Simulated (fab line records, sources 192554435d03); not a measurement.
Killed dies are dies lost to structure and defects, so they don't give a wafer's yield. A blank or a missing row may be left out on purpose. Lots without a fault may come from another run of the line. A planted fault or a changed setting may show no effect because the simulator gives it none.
Which tool did it? | flow n5_finfet | 11 lots, 33 wafers sampled, at 3 steps of a route of 1938

WHAT THE GAUGES READ, wafer by wafer
N5_BEOL_M11_THK_MEAS_01. Usual: M11_ILD_THK 268 nm, standard deviation 3.5.
lot  | measured     | on            | M11_ILD_THK (nm) | flag
L236 | day 9 19:08  | film_metro-02 | 268 269 275      |
L240 | day 10 18:58 | film_metro-02 | 270 272 272      |
L239 | day 10 19:38 | film_metro-02 | 267 267 272      |
L238 | day 10 22:12 | film_metro-01 | 268 267 271      |
L243 | day 11 16:11 | film_metro-02 | 268 272 273      |
L245 | day 11 18:31 | film_metro-01 | 266 272 275      |
L246 | day 12 06:38 | film_metro-01 | 262 266 269      |
L249 | day 13 10:35 | film_metro-02 | 264 268 269      |
L248 | day 13 13:00 | film_metro-02 | 265 268 265      |
L255 | day 15 02:12 | film_metro-02 | 266 266 268      |
L258 | day 15 17:22 | film_metro-02 | 262 264 263      |

WHICH TOOL RAN EACH LOT (tool, then ch and the chambers of the sampled wafers, then the start)
lot  | N5_BEOL_M10_CMP_52            | N5_BEOL_M10_DEP_56
L236 | cmp-02 ch 1,2,3, day 9 17:48  | pecvd-02 ch 1,2, day 9 18:17
L240 | cmp-02 ch 1,3, day 10 17:51   | pecvd-02 ch 1,2, day 10 18:12
L239 | cmp-04 ch 0,1,3, day 10 18:25 | pecvd-04 ch 0,1, day 10 18:46
L238 | cmp-04 ch 0,1,2, day 10 21:07 | pecvd-04 ch 0,1, day 10 21:27
L243 | cmp-04 ch 1,2,3, day 11 15:13 | pecvd-03 ch 1,2, day 11 15:28
L245 | cmp-02 ch 0,1, day 11 17:25   | pecvd-04 ch 0,2, day 11 17:47
L246 | cmp-01 ch 0,1,2, day 12 05:33 | pecvd-03 ch 0,1,2, day 12 05:55
L249 | cmp-01 ch 1,3, day 13 09:17   | pecvd-04 ch 0,1, day 13 09:38
L248 | cmp-04 ch 0,1,2, day 13 11:50 | pecvd-02 ch 0,2, day 13 12:10
L255 | cmp-02 ch 0,1,2, day 15 01:07 | pecvd-03 ch 0,1,2, day 15 01:29
L258 | cmp-04 ch 0,2, day 15 16:18   | pecvd-02 ch 1,2, day 15 16:38
- N5_BEOL_M10_CMP_52: polishes, stops on SiCOH lowk, t overpolish 7 s, target thk 140 nm.
- N5_BEOL_M10_DEP_56: deposits SiCN from 3MS/NH3, target thk 15 nm, time 26.5 s.

WHAT THE TOOLS THEMSELVES READ (means of the sampled wafers that have a number; where no wafer has one, the mark that the record gives instead)
N5_BEOL_M10_CMP_52. Usual: barrier_field_endpoint_s 29.1 s, standard deviation 0.84; motor_current_A 6.2 A, standard deviation 0.68; overpolish_run_s 7.000 s, standard deviation 0.0091; platen_rpm 50.00 rpm, standard deviation 0.037; time_to_endpoint_s 68 s, standard deviation 3.9.
lot  | tool   | barrier_field_endpoint_s (s) | motor_current_A (A) | overpolish_run_s (s) | platen_rpm (rpm) | time_to_endpoint_s (s) | flag
L236 | cmp-02 | 29.8                         | 6.4                 | 7.000                | 49.97            | 72                     |
L240 | cmp-02 | 28.8                         | 6.2                 | 7.002                | 49.98            | 70                     |
L239 | cmp-04 | 28.3                         | 5.7                 | 7.000                | 50.00            | 63                     |
L238 | cmp-04 | 28.7                         | 5.8                 | 6.991                | 50.01            | 67                     |
L243 | cmp-04 | 29.7                         | 5.9                 | 6.997                | 49.98            | 68                     |
L245 | cmp-02 | 28.4                         | 6.5                 | 6.997                | 49.98            | 68                     |
L246 | cmp-01 | 28.5                         | 5.8                 | 7.004                | 50.02            | 66                     |
L249 | cmp-01 | 28.9                         | 6.9                 | 7.000                | 50.02            | 63                     |
L248 | cmp-04 | 29.6                         | 5.7                 | 7.001                | 49.99            | 68                     |
L255 | cmp-02 | 29.5                         | 6.9                 | 7.000                | 50.01            | 71                     |
L258 | cmp-04 | 29.3                         | 6.2                 | 7.000                | 50.01            | 67                     |

N5_BEOL_M10_DEP_56. Usual: chamber_pressure_Torr 3.000 Torr, standard deviation 0.006; showerhead_plenum_p_Torr 3.667 Torr, standard deviation 0.01; throttle_valve_pct 9.3 %, standard deviation 0.56.
lot  | tool     | chamber_pressure_Torr (Torr) | showerhead_plenum_p_Torr (Torr) | throttle_valve_pct (%) | flag
L236 | pecvd-02 | 2.998                        | 3.663                           | 9.2                    |
L240 | pecvd-02 | 2.992                        | 3.660                           | 9.2                    |
L239 | pecvd-04 | 2.994                        | 3.662                           | 9.8                    |
L238 | pecvd-04 | 3.000                        | 3.658                           | 9.5                    |
L243 | pecvd-03 | 3.002                        | 3.670                           | 9.4                    |
L245 | pecvd-04 | 2.998                        | 3.661                           | 8.7                    |
L246 | pecvd-03 | 2.999                        | 3.676                           | 9.4                    |
L249 | pecvd-04 | 3.000                        | 3.662                           | 10.0                   |
L248 | pecvd-02 | 3.004                        | 3.660                           | 9.0                    |
L255 | pecvd-03 | 3.002                        | 3.679                           | 9.5                    |
L258 | pecvd-02 | 2.995                        | 3.666                           | 9.2                    |

THE ANSWER, worked out from the rows above alone
Rule: a lot is off if the mean of its wafers that have a number lies more than 3 standard deviations from the usual mean. A lot without any number at a reading at which 4 lots or more have one is off too. The other lots that the step has rows for count as sound. The gauges are gone through in route order, then the tools' own readings, and for those a lot's mean is taken as printed above. The first step at which some lot is off is used, and at that step the reading that is off furthest; a lot without a number counts as furthest.
No lot is off at any reading shown: from this, nothing can be told.

WHAT THE SIMULATOR HAD PUT IN
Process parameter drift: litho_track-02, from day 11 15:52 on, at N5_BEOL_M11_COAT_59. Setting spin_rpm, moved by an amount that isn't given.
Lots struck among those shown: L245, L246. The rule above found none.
